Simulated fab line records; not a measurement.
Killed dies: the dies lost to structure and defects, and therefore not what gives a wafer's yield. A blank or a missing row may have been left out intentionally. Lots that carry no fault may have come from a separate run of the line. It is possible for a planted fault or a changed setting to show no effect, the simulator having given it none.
Chamber matching || flow nand harc || 4 sister chambers for NHARC_A_STAIRCASE_ALD_420 on ald hk-04
The step deposits SiO2, target thk 20 nm, pulse time 6 s, ald cycles 200. 14 wafers are shown with their chamber, then 7 later ones without.

== EACH WAFER AND ITS CHAMBER ==
{"wafer": "L076.1", "chamber": 0, "heater power w (W)": 475, "precursor pulse height rel": 1.037}
{"wafer": "L076.2", "chamber": 1, "heater power w (W)": 585, "precursor pulse height rel": 1.013}
{"wafer": "L076.3", "chamber": 3, "heater power w (W)": 484, "precursor pulse height rel": 0.981}
{"wafer": "L084.1", "chamber": 3, "heater power w (W)": 463, "precursor pulse height rel": 1.023}
{"wafer": "L084.5", "chamber": 0, "heater power w (W)": 475, "precursor pulse height rel": 1.009}
{"wafer": "L084.6", "chamber": 3, "heater power w (W)": 466, "precursor pulse height rel": 1.031}
{"wafer": "L085.1", "chamber": 2, "heater power w (W)": 445, "precursor pulse height rel": 1.001}
{"wafer": "L085.4", "chamber": 0, "heater power w (W)": 482, "precursor pulse height rel": 1.002}
{"wafer": "L085.6", "chamber": 3, "heater power w (W)": 458, "precursor pulse height rel": 1.024}
{"wafer": "L087.3", "chamber": 2, "heater power w (W)": 437, "precursor pulse height rel": 1.006}
{"wafer": "L087.4", "chamber": 0, "heater power w (W)": 464, "precursor pulse height rel": 0.990}
{"wafer": "L087.6", "chamber": 2, "heater power w (W)": 437, "precursor pulse height rel": 1.026}
{"wafer": "L088.2", "chamber": 1, "heater power w (W)": 563, "precursor pulse height rel": 1.024}
{"wafer": "L088.3", "chamber": 3, "heater power w (W)": 472, "precursor pulse height rel": 1.018}

SIGNATURES (averages over the wafers above)
{"reading": "heater power w", "chamber 0": 474.00, "chamber 1": 574.00, "chamber 2": 439.67, "chamber 3": 468.60, "scatter within a chamber": 9.22}
{"reading": "precursor pulse height rel", "chamber 0": 1.00950, "chamber 1": 1.01850, "chamber 2": 1.01100, "chamber 3": 1.01540, "scatter within a chamber": 0.0178}
Rule: for each reading, subtract the chamber's mean from the wafer's reading, divide by that reading's scatter and square the result; add these up over the readings and take the root, which gives the wafer's distance from the chamber. If the next closest chamber is less than 2 further off than the closest, the wafer can't be placed; otherwise it belongs to the closest. The scatter is the square root of a quotient: the sum, over the shown wafers, of each reading's squared deviation from its chamber's mean, divided by wafers minus chambers.

== WAFERS MISSING THEIR CHAMBER ==
{"wafer": "L088.5", "heater power w (W)": 473, "precursor pulse height rel": 1.007}
{"wafer": "L093.1", "heater power w (W)": 444, "precursor pulse height rel": 1.006}
{"wafer": "L093.2", "heater power w (W)": 472, "precursor pulse height rel": 0.981}
{"wafer": "L093.5", "heater power w (W)": 468, "precursor pulse height rel": 1.015}
{"wafer": "L097.1", "heater power w (W)": 436, "precursor pulse height rel": 1.014}
{"wafer": "L097.3", "heater power w (W)": 547, "precursor pulse height rel": 1.016}
{"wafer": "L097.5", "heater power w (W)": 554, "precursor pulse height rel": 0.996}

== WHICH CHAMBER EACH WENT THROUGH ==
{"wafer": "L088.5", "from the rows above": "can't be placed: 0 or 3", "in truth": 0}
{"wafer": "L093.1", "from the rows above": 2, "in truth": 2}
{"wafer": "L093.2", "from the rows above": "can't be placed: 0 or 3", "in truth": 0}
{"wafer": "L093.5", "from the rows above": "can't be placed: 3 or 0", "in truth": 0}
{"wafer": "L097.1", "from the rows above": 2, "in truth": 2}
{"wafer": "L097.3", "from the rows above": 1, "in truth": 1}
{"wafer": "L097.5", "from the rows above": 1, "in truth": 1}
Correctly placed: 4 of 7. Not placeable from these rows: 3 (in 3, the candidates include the true chamber). 0 placed wrongly.
